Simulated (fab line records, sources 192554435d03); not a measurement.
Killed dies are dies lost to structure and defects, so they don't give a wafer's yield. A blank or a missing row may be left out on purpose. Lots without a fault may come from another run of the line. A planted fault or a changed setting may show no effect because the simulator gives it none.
fab line records | flow n5_finfet
record lots=7 wafers=21
route steps=1938 shown ZERO_LAYER@4 WELL_APT@24 FIN_SAQP@147 DUMMY_GATE@224 SD_EPI_N@263
start_h: hours from the record's first day to the start of the lot's first wafer shown | wait_h: hours since the lot's step before | " the same as in the row above | L1.1+2: a row that stands for several wafers | - no value, or no start given | * or withheld: withheld | < > ~ a bound
route shown NAME@n: a module of which the file shows steps, and the number in the route of the first | usual: mean/standard deviation of fault-free wafers | same: alike in all rows | chamber/n: place in a boat | sites: the reading at each site | _std_site: their standard deviation | _edge_site: outer sites' mean less inner sites' | radius_mm: how far each site lies from the wafer's centre | mask NAME#n: copy n | behind: the tool/chamber that last shaped the wafer | hold: why the lot was held/for how many hours/how that ended | device: the transistor (n, p or np) that didn't switch | end of line: the same wafers' tests at the end of the route | a step without rows: its recipe alone | killed: dies lost to structure and defects at the first sort, not the wafer's yield | map: a wafer's dies, x killed, . not, _ none there
set.NAME: the setting as run; set.NAME@STEP: as run at that earlier step | model.NAME: the simulator's own value behind a step, which no gauge read
lots whose settings were changed on purpose; a table a step, a row a wafer
## steps
# step N5_ZERO_LAYER_PECVD_02
# recipe material=SiO2 target_thk_a=100 temp_c=400 precursor=SiH4/N2O pressure_torr=0.75 rf_w=275 time_s=6
# columns lot.wafer tool chamber start_h wait_h set.time_s model.SiO2_of_ZERO_LAYER_PECVD_02.thk_nm
L074.3 pecvd-01 1 12.29 0.0 6 9.858
L074.4 " 1 " " 5.36 8.941
L074.6 " 2 " " 5.36 8.783
L075.3 pecvd-03 0 18.28 0.0 6 10.23
L075.4 " 0 " " 6.368 11.05
L075.6 " 1 " " 6.368 10.89
L082.2 pecvd-04 2 60.28 0.0 6.663 10.77
L082.3 " 1 " " 6.663 11.06
L082.5 " 0 " " 6 10.05
L083.1 pecvd-01 0 66.28 0.0 6 10.1
L083.5 " 2 " " 6 10.05
L083.6 " 1 " " 6 10.2
L087.3 pecvd-04 0 90.28 0.0 6 9.714
L087.4 " 0 " " 6 10.01
L087.6 " 1 " " 6 10.15
L091.2 pecvd-01 2 114.28 0.0 6.585 10.81
L091.4 " 1 " " 6 10.15
L091.6 " 2 " " 6.585 10.97
L092.4 pecvd-01 1 120.32 0.1 6 10.14
L092.5 " 2 " " 6.51 10.89
L092.6 " 0 " " 6.51 11.01
# step N5_ZERO_LAYER_EXPOSE_08
# recipe mask_id=ZERO na=0.55 source_shape=conventional sigma_outer=0.8 polarization=unpolarized defocus_nm=0 target_cd_nm=2000 dose_mj=16.2
# columns lot.wafer tool chamber start_h wait_h mask set.dose_mj
L074.3+6 krf_scanner-02 0 12.61 - ZERO#0 16.2
L074.4 " 0 " " ZERO#0 17.31
L075.3+4+6 krf_scanner-02 0 18.48 - ZERO#0 16.2
L082.2 krf_scanner-01 0 60.47 - ZERO#0 17.14
L082.3+5 " 0 " " ZERO#0 16.2
L083.1+5+6 krf_scanner-01 0 66.46 - ZERO#0 16.2
L087.3+6 krf_scanner-02 0 90.48 - ZERO#0 16.2
L087.4 " 0 " " ZERO#0 17.4
L091.2 krf_scanner-02 0 114.60 - ZERO#0 16.78
L091.4+6 " 0 " " ZERO#0 16.2
L092.4 krf_scanner-02 0 120.50 - ZERO#0 16.2
L092.5+6 " 0 " " ZERO#0 16.56
# step N5_ZERO_LAYER_PEB_09
# recipe peb_temp_c=withheld peb_time_s=*
# step N5_ZERO_LAYER_DEVELOP_10
# recipe develop_time_s=60 rinse_liquid=diw dry=air_spin dev_temp_c=21
# step N5_ZERO_LAYER_HARDBAKE_23
# recipe temp_c=130 time_s=120
# step N5_ZERO_LAYER_CD_MEAS_11
# recipe target_cd_nm=2000 landing_energy_ev=500 detector=se_inlens
# usual cd_nm=2000.2/2
# columns lot.wafer tool chamber start_h wait_h set.dose_mj@ZERO_LAYER_EXPOSE_08 cd_nm
L074.3 cd_sem-03 0 12.77 - 16.2 2000.3
L074.4 " 0 " " 17.31 2015.7
L074.6 " 0 " " 16.2 2002.6
L075.3 cd_sem-03 0 18.64 - 16.2 1998.9
L075.4 " 0 " " 16.2 1999.2
L075.6 " 0 " " 16.2 1999.4
L082.2 cd_sem-03 0 60.64 - 17.14 2008.6
L082.3 " 0 " " 16.2 1996.8
L082.5 " 0 " " 16.2 1999.3
L083.1 cd_sem-01 0 66.64 - 16.2 1999.7
L083.5 " 0 " " 16.2 1999.2
L083.6 " 0 " " 16.2 2000.2
L087.3 cd_sem-03 0 90.64 - 16.2 2003.2
L087.4 " 0 " " 17.4 2015.7
L087.6 " 0 " " 16.2 2001.3
L091.2 cd_sem-03 0 114.77 - 16.78 2006.9
L091.4 " 0 " " 16.2 1997.6
L091.6 " 0 " " 16.2 1999.5
L092.4 cd_sem-01 0 120.66 - 16.2 2001.2
L092.5 " 0 " " 16.56 2004.0
L092.6 " 0 " " 16.56 2007.1
# step N5_ZERO_LAYER_DESCUM_16
# recipe chemistry=O2 time_s=7.9 source_power_w=50 bias_power_w=20 pressure_mtorr=20 rf_frequency_hz=2.712e+07 temp_c=40 o2_flow_sccm=225
# columns lot.wafer tool chamber start_h wait_h set.dose_mj@ZERO_LAYER_EXPOSE_08 model.ZERO_LAYER.cd_nm
L074.3 rie_diel-01 2 12.81 0.0 16.2 2000
L074.4 " 0 " " 17.31 2016
L074.6 " 3 " " 16.2 2003
L075.3+4+6 rie_diel-02 3,0,3 18.68 0.0 16.2 1999
L082.2 rie_diel-02 1 60.72 0.1 17.14 2008
L082.3 " 3 " " 16.2 1997
L082.5 " 1 " " 16.2 1999
L083.1+6 rie_diel-01 0 66.68 0.0 16.2 2000
L083.5 " 1 " " 16.2 1999
L087.3 rie_diel-06 0 90.84 0.2 16.2 2003
L087.4 " 3 " " 17.4 2016
L087.6 " 1 " " 16.2 2001
L091.2 rie_diel-02 2 114.80 0.0 16.78 2006
L091.4 " 1 " " 16.2 1998
L091.6 " 2 " " 16.2 1999
L092.4 rie_diel-01 0 120.70 0.0 16.2 2001
L092.5 " 3 " " 16.56 2004
L092.6 " 0 " " 16.56 2008
# step N5_ZERO_LAYER_ETCH_17
# recipe chemistry=CF4 target=SiO2 target_depth_a=120 time_s=13.3 ion_energy_ev=350 pressure_mtorr=40 source_w=450 bias_w=215 Ar_flow_sccm=100 cf4_flow_sccm=100
# step N5_ZERO_LAYER_ETCH_18
# recipe chemistry=HBr/Cl2 target=Si target_depth_a=1200 time_s=40 pressure_mtorr=10 icp_w=800 bias_w=75 HBr_flow_sccm=150 Cl2_flow_sccm=80
# columns lot.wafer tool chamber start_h wait_h set.dose_mj@ZERO_LAYER_EXPOSE_08 model.ZERO_LAYER.cd_nm
L074.3 rie_si-01 3 12.92 0.0 16.2 2000
L074.4 " 0 " " 17.31 2016
L074.6 " 2 " " 16.2 2003
L075.3 rie_si-06 0 18.79 0.0 16.2 2000
L075.4+6 " 2 " " 16.2 1999
L082.2 rie_si-01 0 60.83 0.0 17.14 2008
L082.3 " 3 " " 16.2 1997
L082.5 " 2 " " 16.2 1999
L083.1+6 rie_si-01 3,2 66.80 0.1 16.2 2000
L083.5 " 3 " " 16.2 1999
L087.3 rie_si-06 1 90.95 0.0 16.2 2003
L087.4 " 2 " " 17.4 2016
L087.6 " 2 " " 16.2 2001
L091.2 rie_si-06 1 114.91 0.0 16.78 2006
L091.4 " 2 " " 16.2 1998
L091.6 " 2 " " 16.2 1999
L092.4 rie_si-06 2 120.80 0.0 16.2 2001
L092.5 " 1 " " 16.56 2004
L092.6 " 0 " " 16.56 2008
# step N5_WELL_APT_EXPOSE_05
# recipe mask_id=NWELL na=0.8 source_shape=conventional sigma_outer=0.8 polarization=unpolarized defocus_nm=0 target_cd_nm=200 dose_mj=20.3
# columns lot.wafer tool chamber start_h wait_h mask set.dose_mj
L074.3+4 krf_scanner-02 0 13.65 - NWELL#0 20.3
L074.6 " 0 " " NWELL#0 19.41
L075.3+6 krf_scanner-01 0 19.52 - NWELL#0 20.3
L075.4 " 0 " " NWELL#0 18.79
L082.2 krf_scanner-02 0 62.83 - NWELL#0 20.3
L082.3+5 " 0 " " NWELL#0 21.61
L083.1+5+6 krf_scanner-01 0 67.87 - NWELL#0 20.3
L087.3 krf_scanner-01 0 91.55 - NWELL#0 21.82
L087.4+6 " 0 " " NWELL#0 20.3
L091.2+6 krf_scanner-02 0 115.51 - NWELL#0 21.6
L091.4 " 0 " " NWELL#0 20.3
L092.4+6 krf_scanner-02 0 121.42 - NWELL#0 20.3
L092.5 " 0 " " NWELL#0 21.4
# step N5_WELL_APT_DEVELOP_07
# recipe develop_time_s=45 rinse_liquid=surfactant_rinse dry=air_spin dev_temp_c=21
# columns lot.wafer tool chamber start_h wait_h set.develop_time_s
L074.3+4+6 litho_track-01 0 - - 45
L075.3+6 litho_track-02 0 - - 45
L075.4 " 0 " " 40.92
L082.2+5 litho_track-05 0 - - 35.12
L082.3 " 0 " " 45
L083.1+5+6 litho_track-05 0 - - 45
L087.3+4+6 litho_track-01 0 - - 45
L091.2+4+6 litho_track-02 0 - - 45
L092.4+5+6 litho_track-05 0 - - 45
# step N5_WELL_APT_HARDBAKE_12
# recipe temp_c=130 time_s=120
# step N5_WELL_APT_CD_MEAS_08
# recipe target_cd_nm=200 landing_energy_ev=500 detector=se_inlens
# usual cd_nm=199.6/1.7
# columns lot.wafer tool chamber start_h wait_h set.dose_mj@WELL_APT_EXPOSE_05 cd_nm
L074.3 cd_sem-03 0 13.81 - 20.3 199.9
L074.4 " 0 " " 20.3 200.9
L074.6 " 0 " " 19.41 194.3
L075.3 cd_sem-01 0 19.68 - 20.3 202.8
L075.4 " 0 " " 18.79 189.6
L075.6 " 0 " " 20.3 201.3
L082.2 cd_sem-01 0 63.00 - 20.3 196.0
L082.3 " 0 " " 21.61 207.2
L082.5 " 0 " " 21.61 207.2
L083.1 cd_sem-02 0 68.04 - 20.3 195.7
L083.5 " 0 " " 20.3 197.7
L083.6 " 0 " " 20.3 198.1
L087.3 cd_sem-03 0 91.72 - 21.82 209.9
L087.4 " 0 " " 20.3 201.3
L087.6 " 0 " " 20.3 198.8
L091.2 cd_sem-02 0 115.68 - 21.6 210.8
L091.4 " 0 " " 20.3 198.5
L091.6 " 0 " " 21.6 212.5
L092.4 cd_sem-03 0 121.58 - 20.3 198.5
L092.5 " 0 " " 21.4 207.0
L092.6 " 0 " " 20.3 198.7
# step N5_WELL_APT_DESCUM_13
# recipe chemistry=O2 time_s=7.9 source_power_w=50 bias_power_w=20 pressure_mtorr=20 rf_frequency_hz=2.712e+07 temp_c=40 o2_flow_sccm=225
# columns lot.wafer tool chamber start_h wait_h set.dose_mj@WELL_APT_EXPOSE_05 model.WELL_APT.cd_nm
L074.3 rie_diel-05 0 14.37 0.5 20.3 199.9
L074.4 " 2 " " 20.3 200.9
L074.6 " 3 " " 19.41 194.5
L075.3 rie_diel-04 1 19.77 0.0 20.3 202.9
L075.4 " 3 " " 18.79 189.4
L075.6 " 0 " " 20.3 201.3
L082.2 rie_diel-05 0 63.09 0.0 20.3 195.6
L082.3 " 1 " " 21.61 207
L082.5 " 1 " " 21.61 207.3
L083.1 rie_diel-03 1 68.27 0.2 20.3 195.9
L083.5 " 2 " " 20.3 197.7
L083.6 " 3 " " 20.3 198.3
L087.3 rie_diel-05 3 92.03 0.3 21.82 210.1
L087.4 " 2 " " 20.3 201.8
L087.6 " 2 " " 20.3 198.7
L091.2 rie_diel-04 0 115.77 0.0 21.6 210.5
L091.4 " 2 " " 20.3 198.8
L091.6 " 0 " " 21.6 212.5
L092.4+6 rie_diel-03 1,3 121.84 0.2 20.3 198.6
L092.5 " 0 " " 21.4 207.1
# step N5_FIN_SAQP_FIN_ETCH_36
# recipe chemistry=HBr/Cl2/O2 target_depth_a=1200 mask_material=SiNx time_s=50.4 bias_w=102 pressure_mtorr=10 icp_w=800 HBr_flow_sccm=150 Cl2_flow_sccm=80 O2_flow_sccm=12
# usual oes_product_au=0.998/0.015
# columns lot.wafer tool chamber start_h wait_h set.icp_w oes_product_au model.FIN_SAQP.feature_depth_nm model.etch.depth_nm
L074.3 rie_si-01 0 26.84 0.0 800 0.995 119.8 119.8
L074.4 " 2 " " 874.6 1.047 127.2 127.2
L074.6 " 1 " " 800 1.007 122.6 122.6
L075.3 rie_si-01 1 31.58 0.0 691.6 0.965 114.2 114.1
L075.4 " 2 " " 800 1.018 121.2 121.2
L075.6 " 0 " " 800 1.003 120.6 120.6
L082.2 rie_si-05 3 76.20 0.0 876.3 1.043 126.4 126.4
L082.3 " 0 " " 876.3 1.027 124.8 124.8
L082.5 " 2 " " 800 0.980 119.4 119.4
L083.1 rie_si-01 1 81.41 0.0 800 1.004 122 122
L083.5 " 2 " " 800 1.010 120 120.1
L083.6 " 3 " " 800 0.996 119.2 119.2
L087.3 rie_si-05 1 107.73 0.0 800 1.009 118.8 118.9
L087.4 " 0 " " 800 0.988 118.2 118.2
L087.6 " 3 " " 800 1.007 121 120.9
L091.2 rie_si-01 0 127.78 0.0 910.9 1.018 125.2 125.2
L091.4 " 3 " " 800 0.995 119.4 119.4
L091.6 " 3 " " 910.9 1.044 127.2 127.1
L092.4 rie_si-06 1 134.10 0.0 884.1 1.064 125.4 125.5
L092.5 " 1 " " 884.1 1.072 126.4 126.3
L092.6 " 0 " " 800 0.996 117.6 117.7
# step N5_FIN_SAQP_PRECLEAN_38
# recipe chemistry=O3/DIW time_s=45 temp_c=22 o3_ppm=10
# step N5_FIN_SAQP_PRECLEAN_45
# recipe chemistry=dHF time_s=10 dilution=500:1 temp_c=25
# step N5_FIN_SAQP_SRD_39
# recipe dry=ipa_marangoni time_s=30 temp_c=23 rinse_liquid=diw
# step N5_FIN_SAQP_OCD_MEAS_76
# usual trench_depth_nm=119.6/1.6
# columns lot.wafer tool chamber start_h wait_h set.icp_w@FIN_SAQP_FIN_ETCH_36 trench_depth_nm
L074.3 ocd-02 - 27.06 0.0 800 120.4
L074.4 " - " " 874.6 126.8
L074.6 " - " " 800 122.8
L075.3 ocd-01 - 31.80 0.0 691.6 114.7
L075.4 " - " " 800 120.5
L075.6 " - " " 800 120.5
L082.2 ocd-02 - 76.42 0.0 876.3 126.4
L082.3 " - " " 876.3 124.7
L082.5 " - " " 800 118.8
L083.1 ocd-02 - 81.64 0.0 800 122.3
L083.5 " - " " 800 120.3
L083.6 " - " " 800 119.4
L087.3 ocd-02 - 107.96 0.0 800 118.5
L087.4 " - " " 800 118.4
L087.6 " - " " 800 121.2
L091.2 ocd-02 - 128.01 0.0 910.9 124.9
L091.4 " - " " 800 119.1
L091.6 " - " " 910.9 126.8
L092.4 ocd-02 - 134.33 0.0 884.1 125.3
L092.5 " - " " 884.1 126.2
L092.6 " - " " 800 117.4
# step N5_DUMMY_GATE_COAT_28
# recipe resist=underlayer temp_c=205 time_s=60 spin_rpm=1500 resist_thk_nm=10
# columns lot.wafer tool chamber start_h wait_h set.spin_rpm model.underlayer_of_DUMMY_GATE_COAT_28.thk_nm
L074.3+4+6 litho_track-02 0 - - 1500 10
L075.3+6 litho_track-03 0 - - 1422 10.2
L075.4 " 0 " " 1500 10
L082.2 litho_track-02 0 - - 1500 10
L082.3+5 " 0 " " 1457 10.2
L083.1+5+6 litho_track-03 0 - - 1500 10
L087.3+4 litho_track-03 0 - - 1366 10.4
L087.6 " 0 " " 1500 10
L091.2+4+6 litho_track-03 0 - - 1500 10
L092.4 litho_track-04 0 - - 1500 10
L092.5 " 0 " " 1605 9.8
L092.6 " 0 " " 1605 9.6
# step N5_DUMMY_GATE_DESCUM_20
# recipe chemistry=O2 time_s=6.2 source_power_w=50 bias_power_w=20 pressure_mtorr=20 rf_frequency_hz=2.712e+07 temp_c=40 resist=CAR-EUV o2_flow_sccm=225
# columns lot.wafer tool chamber start_h wait_h set.time_s model.CAR-EUV_of_DUMMY_GATE_COAT_09.thk_nm
L074.3 rie_diel-06 0 46.47 0.0 7.127 25.8
L074.4 " 1 " " 6.2 26.2
L074.6 " 0 " " 6.2 26.4
L075.3+4+6 rie_diel-06 2,1,3 50.89 0.0 6.2 26.4
L082.2+3+5 rie_diel-01 1,2,0 95.28 0.0 6.2 26.4
L083.1+5+6 rie_diel-01 0,0,3 101.24 0.0 6.2 26.6
L087.3+4 rie_diel-06 1,3 127.10 0.4 5.8 26.6
L087.6 " 0 " " 6.2 26.4
L091.2 rie_diel-06 2 146.73 0.0 6.2 26.4
L091.4+6 " 0,2 " " 7.496 25.8
L092.4 rie_diel-02 0 156.92 0.1 6.2 26.4
L092.5 " 3 " " 6.807 26
L092.6 " 2 " " 6.2 26.6
# step N5_SD_EPI_N_COAT_33
# recipe resist=SiARC temp_c=220 time_s=60 spin_rpm=1500 resist_thk_nm=35
# columns lot.wafer tool chamber start_h wait_h set.spin_rpm model.SiARC_of_SD_EPI_N_COAT_33.thk_nm
L074.3+6 litho_track-05 0 - - 1500 35
L074.4 " 0 " " 1557 34.4
L075.3+6 litho_track-02 0 - - 1592 34
L075.4 " 0 " " 1500 35
L082.2+3 litho_track-01 0 - - 1651 33.4
L082.5 " 0 " " 1651 33.6
L083.1+5 litho_track-01 0 - - 1500 35.4
L083.6 " 0 " " 1500 35.2
L087.3+4+6 litho_track-05 0 - - 1500 35
L091.2+4 litho_track-05 0 - - 1500 34.8
L091.6 " 0 " " 1355 36.8
L092.4 litho_track-05 0 - - 1393 36.4
L092.5+6 " 0 " " 1500 35.2
## key
split step=N5_ZERO_LAYER_PECVD_02 setting=time_s stated=6 by=wafer
response step=N5_ZERO_LAYER_PECVD_02 reading=model.SiO2_of_ZERO_LAYER_PECVD_02.thk_nm change=+0.0884 per=1% r=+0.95
split step=N5_ZERO_LAYER_EXPOSE_08 setting=dose_mj stated=16.2 by=wafer
response step=N5_ZERO_LAYER_CD_MEAS_11 reading=cd_nm change=+1.94 per=1% r=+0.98
response step=N5_ZERO_LAYER_DESCUM_16 reading=model.ZERO_LAYER.cd_nm change=+1.97 per=1% r=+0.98
response step=N5_ZERO_LAYER_ETCH_18 reading=model.ZERO_LAYER.cd_nm change=+1.95 per=1% r=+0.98
split step=N5_WELL_APT_EXPOSE_05 setting=dose_mj stated=20.3 by=wafer
response step=N5_WELL_APT_CD_MEAS_08 reading=cd_nm change=+1.63 per=1% r=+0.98
response step=N5_WELL_APT_DESCUM_13 reading=model.WELL_APT.cd_nm change=+1.63 per=1% r=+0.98
split step=N5_WELL_APT_DEVELOP_07 setting=develop_time_s stated=45 by=wafer
response none clear
split step=N5_FIN_SAQP_FIN_ETCH_36 setting=icp_w stated=800 by=wafer
response step=N5_FIN_SAQP_FIN_ETCH_36 reading=oes_product_au change=+0.00426 per=1% r=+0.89
response step=N5_FIN_SAQP_FIN_ETCH_36 reading=model.FIN_SAQP.feature_depth_nm change=+0.583 per=1% r=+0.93
response step=N5_FIN_SAQP_FIN_ETCH_36 reading=model.etch.depth_nm change=+0.582 per=1% r=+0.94
response step=N5_FIN_SAQP_OCD_MEAS_76 reading=trench_depth_nm change=+0.563 per=1% r=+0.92
split step=N5_DUMMY_GATE_COAT_28 setting=spin_rpm stated=1500 by=wafer
response step=N5_DUMMY_GATE_COAT_28 reading=model.underlayer_of_DUMMY_GATE_COAT_28.thk_nm change=-0.0444 per=1% r=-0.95
split step=N5_DUMMY_GATE_DESCUM_20 setting=time_s stated=6.2 by=wafer
response step=N5_DUMMY_GATE_DESCUM_20 reading=model.CAR-EUV_of_DUMMY_GATE_COAT_09.thk_nm change=-0.0328 per=1% r=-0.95
split step=N5_SD_EPI_N_COAT_33 setting=spin_rpm stated=1500 by=wafer
response step=N5_SD_EPI_N_COAT_33 reading=model.SiARC_of_SD_EPI_N_COAT_33.thk_nm change=-0.185 per=1% r=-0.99
